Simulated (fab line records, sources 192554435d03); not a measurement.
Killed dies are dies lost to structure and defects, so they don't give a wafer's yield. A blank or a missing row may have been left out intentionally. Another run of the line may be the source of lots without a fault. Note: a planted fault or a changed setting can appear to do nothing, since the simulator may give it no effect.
Chamber matching | flow n5Finfet | N5_BEOL_M8_STRIP_36 on rieDiel-03 has 4 sister chambers
The step strips in N2/H2. 4 wafers are shown with their chamber, then 12 later ones without.

## WAFERS PAIRED WITH THEIR CHAMBERS
wafer  | chamber | showerheadPlenumPTorr (Torr)
L087.5 | 2       | 2.43
L088.1 | 0       | 2.67
L088.2 | 3       | 2.50
L088.4 | 1       | 2.40

## WAFERS WHOSE CHAMBER IS MISSING
wafer  | showerheadPlenumPTorr (Torr)
L089.2 | 2.67
L089.4 | 2.50
L089.5 | 2.39
L094.2 | 2.67
L094.4 | 2.67
L094.5 | 2.42
L095.2 | 2.39
L095.3 | 2.67
L095.4 | 2.67
L097.2 | 2.66
L097.4 | 2.50
L097.6 | 2.39

## WHICH CHAMBER EACH ONE RAN IN
wafer  | from the rows above     | in truth
L089.2 | 0                       | 0
L089.4 | 3                       | 3
L089.5 | 1                       | 1
L094.2 | 0                       | 0
L094.4 | 0                       | 0
L094.5 | can't be placed: 2 or 1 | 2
L095.2 | 1                       | 1
L095.3 | 0                       | 0
L095.4 | 0                       | 0
L097.2 | 0                       | 0
L097.4 | 3                       | 3
L097.6 | 1                       | 1
11 of 12 placed correctly. Can't be placed from these rows: 1 (the true chamber is among the candidates in 1). 0 placed wrongly.
How it was worked out, from the rows above alone: a wafer's distance from a chamber is the root of the sum, over the readings, of the square of ((its reading less the chamber's mean) divided by the reading's scatter). If the next closest chamber is less than 2 further off than the closest, the wafer can't be placed; otherwise it belongs to the closest. A chamber's mean is the mean of its shown wafers. The scatter (one wafer shown for each chamber): square how far every hidden wafer sits from the nearest shown wafer, average those squares and take the square root.
